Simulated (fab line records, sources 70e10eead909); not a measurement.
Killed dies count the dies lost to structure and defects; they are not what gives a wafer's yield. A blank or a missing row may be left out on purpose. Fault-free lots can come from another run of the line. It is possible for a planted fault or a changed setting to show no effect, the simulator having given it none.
fab line records | flow nand_harc
record lots=11 | wafers=33 | last_day=24
route steps=1159 shown A_M1@1041 A_BONDPAD@1072 THIN_TSV@1118
lots with no fault: from the same line, run without faults
start_h: the number of hours between the record's first day and the start of the first shown wafer of the lot | wait_h: hours since the lot's step before | " repeats the value in the row above | L1.1+2: a single row standing in for several wafers | - either no value or no given start | * or withheld: withheld | < > ~ a bound
route shown NAME@n: names a module that has steps shown in the file, with the first one's number in the route | usual: mean/standard deviation of fault-free wafers | same: alike in all rows | chamber/n: place in a boat | sites: the reading at each site | _std_site: the values' standard deviation | _edge_site: inner sites' mean taken away from outer sites' mean | radius_mm: how far each site lies from the wafer's centre | mask NAME#n: copy n | behind: the last tool/chamber to shape the wafer | hold: why the lot was held/for how many hours/how that ended | device: the transistor (n, p or np) that didn't switch | end of line: tests run on the same wafers once the route is complete | a step without rows: its recipe alone | killed: the dies lost at the first sort to structure and to defects; this is not the yield of the wafer | map: per-die view of a wafer (x killed, . not killed, _ where there is no die)
set.NAME: the setting that was run; set.NAME@STEP: the one run at that earlier step | model.NAME: the simulator's own value behind a step, which no gauge read
a sample of lots followed through the steps of the route, with each step as a table and each wafer as a row
services: the hour from which a tool's chamber was out of use, counted from the record's first day as start_h (under 0 if before that day), plus the number of hours and why
## steps
# step NHARC_A_M1_ETCH_15
# recipe target_depth_a=1825 | time_s=91.2 | c4f8_flow_sccm=withheld | ar_flow_sccm=400 | rf_w=600 | bias_w=300 | chemistry=C4F8/Ar
# usual bias_w=300.1/0.97 | oes_product_au=0.956/0.019 | rf_vpp_V=440.3/2.2
lot.wafer | tool        | chamber | start_h | wait_h | bias_w | oes_product_au | rf_hours_counter_h | rf_vpp_V
L875.4    | rie_diel-10 | 2       | -       | -      | 301.5  | 0.957          | 3                  | 440.8
L875.1    | "           | 0       | "       | "      | 300.3  | 0.942          | 2                  | 441.1
L875.5    | "           | 2       | "       | "      | 299.9  | 0.966          | -                  | 441.4
L877.3    | rie_diel-10 | 3       | -       | -      | 300.0  | 0.948          | 4                  | 440.5
L877.4    | "           | 0       | "       | "      | 300.3  | 0.971          | 3                  | 443.1
L877.5    | "           | 0       | "       | "      | 299.4  | 0.966          | -                  | 441.5
L879.1    | rie_diel-04 | 3       | -       | -      | 299.8  | 0.934          | 3                  | 439.7
L879.2    | "           | 0       | "       | "      | 300.4  | 0.959          | 3                  | 440.3
L879.6    | "           | 2       | "       | "      | 299.6  | 0.962          | -                  | 437.1
L882.3    | rie_diel-04 | 2       | -       | -      | 301.3  | 0.959          | 4                  | 436.4
L882.2    | "           | 3       | "       | "      | 300.0  | 0.954          | 4                  | 440.2
L882.5    | "           | 3       | "       | "      | 298.7  | 0.966          | -                  | 440.5
L884.3    | rie_diel-10 | 1       | -       | -      | 298.5  | 0.935          | 5                  | 437.8
L884.1    | "           | 2       | "       | "      | 301.5  | 0.937          | 5                  | 438.6
L884.5    | "           | 2       | "       | "      | 301.0  | 0.942          | -                  | 439.5
L887.2    | rie_diel-02 | 3       | -       | -      | 298.7  | 0.985          | 13                 | 438.8
L887.4    | "           | 1       | "       | "      | 299.4  | 0.970          | 13                 | 440.3
L887.5    | "           | 0       | "       | "      | 299.8  | 0.957          | -                  | 443.2
L886.3    | rie_diel-10 | 2       | -       | -      | 300.4  | 0.967          | 6                  | 440.1
L886.1    | "           | 0       | "       | "      | 300.2  | 0.971          | 5                  | 443.9
L886.5    | "           | 3       | "       | "      | 298.9  | 0.973          | -                  | 437.2
L888.4    | rie_diel-04 | 2       | -       | -      | 299.3  | 0.952          | 0                  | 437.9
L888.5    | "           | 3       | "       | "      | 300.5  | 0.980          | -                  | 440.5
L888.6    | "           | 0       | "       | "      | 299.5  | 0.977          | -                  | 440.8
L897.3    | rie_diel-04 | 2       | -       | -      | 300.2  | 0.957          | 1                  | 437.1
L897.1    | "           | 3       | "       | "      | 299.6  | 0.953          | 1                  | 441.9
L897.5    | "           | 3       | "       | "      | 300.7  | 0.953          | -                  | 441.2
L896.2    | rie_diel-02 | 3       | -       | -      | 298.3  | 0.965          | 1                  | 439.1
L896.6    | "           | 3       | "       | "      | 299.5  | 0.968          | -                  | 438.8
L896.4    | "           | 2       | "       | "      | 299.0  | 0.960          | -                  | 443.0
L898.3    | rie_diel-02 | 1       | -       | -      | 300.1  | 0.965          | 3                  | 439.2
L898.1    | "           | 2       | "       | "      | 300.7  | 0.947          | 3                  | 444.7
L898.2    | "           | 3       | "       | "      | 299.5  | 0.960          | 3                  | 438.8
# step NHARC_A_BONDPAD_CD_MEAS_09
# recipe target_cd_nm=500 | landing_energy_ev=500
# usual cd_nm=498.6/2.2
# same landing_energy_ev=500
lot.wafer | tool      | chamber | start_h | wait_h | cd_nm
L875.1    | cd_sem-03 | 0       | 422.45  | -      | 497.2
L875.4    | "         | 0       | "       | "      | 495.7
L875.5    | "         | 0       | "       | "      | 499.1
L877.3    | cd_sem-03 | 0       | 431.77  | -      | 498.3
L877.4    | "         | 0       | "       | "      | 497.3
L877.5    | "         | 0       | "       | "      | 497.2
L879.1    | cd_sem-01 | 0       | 437.94  | -      | 500.3
L879.2    | "         | 0       | "       | "      | 499.6
L879.6    | "         | 0       | "       | "      | 497.8
L882.2    | cd_sem-01 | 0       | 454.12  | -      | 495.2
L882.3    | "         | 0       | "       | "      | 497.4
L882.5    | "         | 0       | "       | "      | 498.7
L884.1    | cd_sem-02 | 0       | 470.55  | -      | 496.5
L884.3    | "         | 0       | "       | "      | 496.0
L884.5    | "         | 0       | "       | "      | 499.6
L887.2    | cd_sem-01 | 0       | 478.59  | -      | 499.2
L887.4    | "         | 0       | "       | "      | 498.1
L887.5    | "         | 0       | "       | "      | 498.7
L886.1    | cd_sem-01 | 0       | 479.26  | -      | 496.2
L886.3    | "         | 0       | "       | "      | 499.6
L886.5    | "         | 0       | "       | "      | 496.9
L888.4    | cd_sem-02 | 0       | 481.96  | -      | 501.7
L888.5    | "         | 0       | "       | "      | 499.7
L888.6    | "         | 0       | "       | "      | 501.9
L897.1    | cd_sem-03 | 0       | 526.06  | -      | 499.7
L897.3    | "         | 0       | "       | "      | 495.6
L897.5    | "         | 0       | "       | "      | 494.7
L896.2    | cd_sem-02 | 0       | 532.62  | -      | 496.9
L896.4    | "         | 0       | "       | "      | 495.6
L896.6    | "         | 0       | "       | "      | 493.4
L898.1    | cd_sem-03 | 0       | 548.11  | -      | 498.5
L898.2    | "         | 0       | "       | "      | 495.3
L898.3    | "         | 0       | "       | "      | 498.4
# step NHARC_THIN_TSV_DESCUM_14
# recipe time_s=3 | o2_flow_sccm=200 | ar_flow_sccm=0 | bias_power_w=0 | chemistry=O2
# usual drypump_motor_current_A=5.7/0.38 | o2_flow_sccm=200.1/0.6 | oes_product_au=1.000/0.011 | rf_vpp_V=57.8/0.96 | showerhead_plenum_p_Torr=1.91/0.077 | throttle_valve_pct=11.311/0.0088
# same bias_power_w=0
lot.wafer | tool        | chamber | start_h | wait_h | drypump_motor_current_A | o2_flow_sccm | oes_product_au | rf_hours_counter_h | rf_vpp_V | showerhead_plenum_p_Torr | throttle_valve_pct
L875.4    | rie_diel-01 | 0       | 445.34  | -      | 5.6                     | 199.9        | 0.999          | 11                 | 57.6     | 1.86                     | 11.323
L875.1    | "           | 2       | "       | "      | 5.6                     | 199.9        | 0.991          | 13                 | 56.6     | 1.79                     | 11.316
L875.5    | "           | 0       | "       | "      | 5.6                     | 199.7        | 0.998          | -                  | 57.2     | 1.86                     | 11.304
L877.3    | rie_diel-05 | 2       | 448.30  | -      | 6.4                     | 200.5        | 0.991          | 7                  | 56.7     | 1.85                     | 11.308
L877.4    | "           | 0       | "       | "      | 5.3                     | 200.1        | 1.018          | 6                  | 57.0     | 1.93                     | 11.304
L877.5    | "           | 1       | "       | "      | 5.1                     | 199.1        | 0.994          | -                  | 57.6     | 1.97                     | 11.317
L879.2    | rie_diel-07 | 0       | 455.93  | -      | 6.4                     | 199.6        | 1.008          | 2                  | 57.3     | 1.91                     | 11.309
L879.1    | "           | 2       | "       | "      | 5.8                     | 200.4        | 0.978          | 2                  | 56.4     | 1.98                     | 11.305
L879.6    | "           | 0       | "       | "      | 6.4                     | 199.2        | 1.006          | -                  | 56.9     | 1.91                     | 11.312
L882.2    | rie_diel-07 | 2       | 471.73  | -      | 5.8                     | 200.2        | 0.982          | 3                  | 58.4     | 1.98                     | 11.298
L882.3    | "           | 1       | "       | "      | 5.4                     | 199.3        | 1.006          | 3                  | 58.6     | 2.02                     | 11.314
L882.5    | "           | 2       | "       | "      | 5.8                     | 200.1        | 0.978          | -                  | 58.1     | 1.98                     | 11.300
L884.3    | rie_diel-01 | 3       | 489.18  | -      | 6.3                     | 200.5        | 1.003          | 14                 | 59.7     | 1.94                     | 11.301
L884.1    | "           | 1       | "       | "      | 5.4                     | 199.8        | 0.999          | 19                 | 56.0     | 1.82                     | 11.317
L884.5    | "           | 3       | "       | "      | 6.3                     | 200.4        | 0.993          | -                  | 57.4     | 1.94                     | 11.316
L888.4    | rie_diel-07 | 0       | 495.13  | -      | 6.4                     | 200.1        | 1.009          | 6                  | 57.6     | 1.91                     | 11.313
L888.5    | "           | 0       | "       | "      | 6.4                     | 199.7        | 1.008          | -                  | 56.6     | 1.91                     | 11.325
L888.6    | "           | 1       | "       | "      | 5.4                     | 200.1        | 1.009          | -                  | 57.8     | 2.02                     | 11.315
L886.1    | rie_diel-07 | 1       | 496.32  | -      | 5.4                     | 200.7        | 0.995          | 6                  | 59.2     | 2.02                     | 11.313
L886.3    | "           | 2       | "       | "      | 5.8                     | 198.7        | 0.985          | 7                  | 57.4     | 1.98                     | 11.313
L886.5    | "           | 2       | "       | "      | 5.8                     | 198.9        | 0.990          | -                  | 57.4     | 1.98                     | 11.319
L887.2    | rie_diel-05 | 3       | 497.63  | -      | 5.9                     | 199.8        | 1.002          | 11                 | 58.1     | 2.00                     | 11.304
L887.5    | "           | 0       | "       | "      | 5.4                     | 200.4        | 1.014          | -                  | 58.0     | 1.93                     | 11.309
L887.4    | "           | 1       | "       | "      | 5.2                     | 200.6        | 1.007          | -                  | 58.6     | 1.96                     | 11.318
L897.1    | rie_diel-05 | 1       | 541.52  | -      | 5.1                     | 201.1        | 0.993          | 1                  | 58.4     | 1.96                     | 11.306
L897.3    | "           | 0       | "       | "      | 5.4                     | 200.6        | 1.010          | 1                  | 59.8     | 1.93                     | 11.306
L897.5    | "           | 1       | "       | "      | 5.2                     | 200.2        | 1.000          | -                  | 58.3     | 1.96                     | 11.304
L896.4    | rie_diel-07 | 3       | 549.95  | -      | 5.4                     | 199.2        | 0.995          | 9                  | 58.2     | 1.96                     | 11.322
L896.2    | "           | 1       | "       | "      | 5.4                     | 199.9        | 1.014          | 9                  | 58.5     | 2.01                     | 11.304
L896.6    | "           | 2       | "       | "      | 5.8                     | 201.3        | 0.985          | -                  | 59.0     | 1.98                     | 11.308
L898.3    | rie_diel-01 | 1       | 564.08  | -      | 5.4                     | 199.5        | 1.008          | 8                  | 57.6     | 1.81                     | 11.312
L898.1    | "           | 3       | "       | "      | 6.3                     | 199.7        | 0.998          | 8                  | 59.1     | 1.94                     | 11.308
L898.2    | "           | 0       | "       | "      | 5.6                     | 200.4        | 1.011          | 6                  | 56.2     | 1.86                     | 11.306
# step NHARC_THIN_TSV_ETCH_59
# recipe target_depth_a=8800 | icp_w=900 | bias_w=100 | Cl2_flow_sccm=60 | bcl3_flow_sccm=30 | time_s=138.1 | chemistry=Cl2/BCl3
# usual bias_w=100.0/0.3 | drypump_motor_current_A=5.7/0.55 | oes_product_au=1.009/0.01 | throttle_valve_pct=22.265/0.01
lot.wafer | tool         | chamber | start_h | wait_h | bias_w | drypump_motor_current_A | oes_product_au | rf_hours_counter_h | throttle_valve_pct
L875.1    | rie_metal-01 | 0       | 452.64  | 0.1    | 100.0  | 6.0                     | 1.022          | 3.1                | 22.248
L875.4    | "            | 0       | "       | "      | 99.8   | 6.0                     | 1.019          | -                  | 22.246
L875.5    | "            | 0       | "       | "      | 99.3   | 6.0                     | 1.024          | -                  | 22.245
L877.3    | rie_metal-01 | 0       | 454.72  | 0.2    | 100.2  | 6.0                     | 1.022          | -                  | 22.273
L877.4    | "            | 1       | "       | "      | 100.4  | 6.5                     | 1.007          | -                  | 22.268
L877.5    | "            | 1       | "       | "      | 100.3  | 6.5                     | 0.998          | -                  | 22.258
L879.2    | rie_metal-02 | 0       | 461.97  | 0.1    | 100.2  | 5.4                     | 1.005          | 2.0                | 22.272
L879.1    | "            | 1       | "       | "      | 100.3  | 4.7                     | 0.999          | 2.0                | 22.278
L879.6    | "            | 1       | "       | "      | 99.9   | 4.7                     | 0.998          | -                  | 22.257
L882.2    | rie_metal-03 | 1       | 477.82  | 0.1    | 100.0  | 5.6                     | 1.018          | 0.1                | 22.294
L882.3    | "            | 1       | "       | "      | 100.3  | 5.6                     | 1.013          | -                  | 22.265
L882.5    | "            | 1       | "       | "      | 99.3   | 5.6                     | 1.012          | -                  | 22.279
L884.1    | rie_metal-01 | 1       | 495.35  | 0.1    | 99.8   | 6.5                     | 1.255          | 4.2                | 22.257
L884.3    | "            | 1       | "       | "      | 100.2  | 6.5                     | 1.251          | -                  | 22.257
L884.5    | "            | 0       | "       | "      | 99.6   | 6.0                     | 1.294          | -                  | 22.276
L888.4    | rie_metal-03 | 1       | 501.34  | 0.2    | 100.0  | 5.6                     | 1.023          | -                  | 22.269
L888.6    | "            | 0       | "       | "      | 99.9   | 5.3                     | 1.021          | -                  | 22.252
L888.5    | "            | 1       | "       | "      | 100.1  | 5.6                     | 1.018          | -                  | 22.258
L886.1    | rie_metal-01 | 1       | 502.54  | 0.1    | 100.4  | 6.5                     | 1.263          | 4.4                | 22.272
L886.3    | "            | 0       | "       | "      | 100.6  | 6.0                     | 1.285          | -                  | 22.240
L886.5    | "            | 0       | "       | "      | 99.9   | 6.0                     | 1.294          | -                  | 22.264
L887.2    | rie_metal-02 | 0       | 504.26  | 0.1    | 99.8   | 5.5                     | 1.014          | 3.1                | 22.278
L887.4    | "            | 1       | "       | "      | 100.2  | 4.7                     | 1.001          | -                  | 22.271
L887.5    | "            | 0       | "       | "      | 99.7   | 5.5                     | 1.022          | -                  | 22.260
L897.1    | rie_metal-02 | 0       | 550.19  | 0.1    | 99.6   | 5.4                     | 1.007          | 4.2                | 22.260
L897.3    | "            | 0       | "       | "      | 100.0  | 5.4                     | 1.012          | -                  | 22.269
L897.5    | "            | 0       | "       | "      | 99.5   | 5.4                     | 1.007          | -                  | 22.269
L896.2    | rie_metal-02 | 0       | 556.13  | 0.1    | 99.9   | 5.5                     | 1.009          | 4.5                | 22.263
L896.4    | "            | 0       | "       | "      | 100.1  | 5.4                     | 1.014          | -                  | 22.267
L896.6    | "            | 0       | "       | "      | 99.7   | 5.5                     | 1.020          | -                  | 22.259
L898.2    | rie_metal-03 | 1       | 570.77  | 0.1    | 100.0  | 5.6                     | 1.031          | 3.2                | 22.275
L898.1    | "            | 0       | "       | "      | 99.6   | 5.3                     | 1.010          | 3.2                | 22.266
L898.3    | "            | 0       | "       | "      | 99.5   | 5.3                     | 1.006          | -                  | 22.250
# step NHARC_THIN_TSV_CD_MEAS_37
# usual cd_nm=5001/3
lot.wafer | tool      | chamber | start_h | wait_h | cd_nm
L875.1    | cd_sem-02 | -       | 453.80  | -      | 4997
L875.4    | "         | -       | "       | "      | 5000
L875.5    | "         | -       | "       | "      | 5004
L877.3    | cd_sem-03 | -       | 455.82  | -      | 5000
L877.4    | "         | -       | "       | "      | 5000
L877.5    | "         | -       | "       | "      | 5001
L879.1    | cd_sem-03 | -       | 463.24  | -      | 5006
L879.2    | "         | -       | "       | "      | 4999
L879.6    | "         | -       | "       | "      | 4999
L882.2    | cd_sem-02 | -       | 478.99  | -      | 4998
L882.3    | "         | -       | "       | "      | 4997
L882.5    | "         | -       | "       | "      | 4998
L884.1    | cd_sem-03 | -       | 496.51  | -      | 4986
L884.3    | "         | -       | "       | "      | 4988
L884.5    | "         | -       | "       | "      | 4989
L888.4    | cd_sem-01 | -       | 502.40  | -      | 4999
L888.5    | "         | -       | "       | "      | 5004
L888.6    | "         | -       | "       | "      | 5002
L886.1    | cd_sem-02 | -       | 503.70  | -      | 4992
L886.3    | "         | -       | "       | "      | 4992
L886.5    | "         | -       | "       | "      | 4994
L887.2    | cd_sem-03 | -       | 505.42  | -      | 5002
L887.4    | "         | -       | "       | "      | 5004
L887.5    | "         | -       | "       | "      | 5005
L897.1    | cd_sem-03 | -       | 551.35  | -      | 4999
L897.3    | "         | -       | "       | "      | 5000
L897.5    | "         | -       | "       | "      | 5000
L896.2    | cd_sem-01 | -       | 557.24  | -      | 5004
L896.4    | "         | -       | "       | "      | 5002
L896.6    | "         | -       | "       | "      | 5007
L898.1    | cd_sem-01 | -       | 571.92  | -      | 5002
L898.2    | "         | -       | "       | "      | 5002
L898.3    | "         | -       | "       | "      | 5000
## services
tool         | chamber | start_h | hours | kind
rie_diel-07  | 2       | 404.52  | 7.0   | repair
rie_diel-07  | -       | 404.90  | 0.2   | repair
rie_diel-07  | -       | 405.20  | 9.0   | pm
rie_diel-07  | 0       | 405.20  | 9.0   | vent_cycle
rie_diel-04  | -       | 409.14  | 1.6   | repair
rie_diel-10  | 0       | 432.27  | 7.2   | repair
rie_diel-05  | 1       | 441.04  | 6.7   | repair
rie_metal-03 | 1       | 444.02  | 4.8   | repair
rie_metal-03 | -       | 453.15  | 9.0   | pm
rie_diel-05  | 2       | 461.19  | 116.2 | repair
rie_diel-02  | 3       | 463.07  | 2.8   | repair
rie_diel-04  | -       | 465.90  | 9.0   | pm
rie_diel-01  | 3       | 478.11  | 3.8   | repair
rie_diel-02  | 0       | 486.28  | 77.2  | repair
rie_diel-01  | -       | 491.80  | 9.0   | pm
rie_diel-02  | -       | 504.70  | 9.0   | pm
rie_diel-07  | -       | 508.52  | 1.0   | repair
rie_metal-01 | -       | 509.00  | 9.0   | pm
rie_diel-05  | -       | 517.73  | 9.0   | pm
rie_diel-04  | 0       | 518.55  | 14.2  | repair
rie_diel-10  | -       | 530.50  | 9.0   | pm
rie_diel-01  | 0       | 544.16  | 9.8   | repair
rie_diel-01  | -       | 554.73  | 2.1   | repair
rie_metal-02 | -       | 565.00  | 9.0   | pm
## key
first_sign step=NHARC_THIN_TSV_ETCH_59 | reading=oes_product_au | direction=up | sigmas=25 | usual=1.009 | struck=1.274
effect step=NHARC_THIN_TSV_CD_MEAS_37 | reading=cd_nm | direction=down | sigmas=3.6 | usual=5001 | struck=4990
met_at NHARC_THIN_TSV_ETCH_59
struck_lots L884,L886
not_acting_at NHARC_A_M1_ETCH_15,NHARC_A_BONDPAD_CD_MEAS_09,NHARC_THIN_TSV_DESCUM_14
onset_between 454.72 495.35
fault kind=process_parameter_drift | tool=rie_metal-01 | chamber=- | onset_h=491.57 | steps=NHARC_THIN_TSV_ETCH_59 | channel=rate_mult | offset=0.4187 | shape=step | end_h=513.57
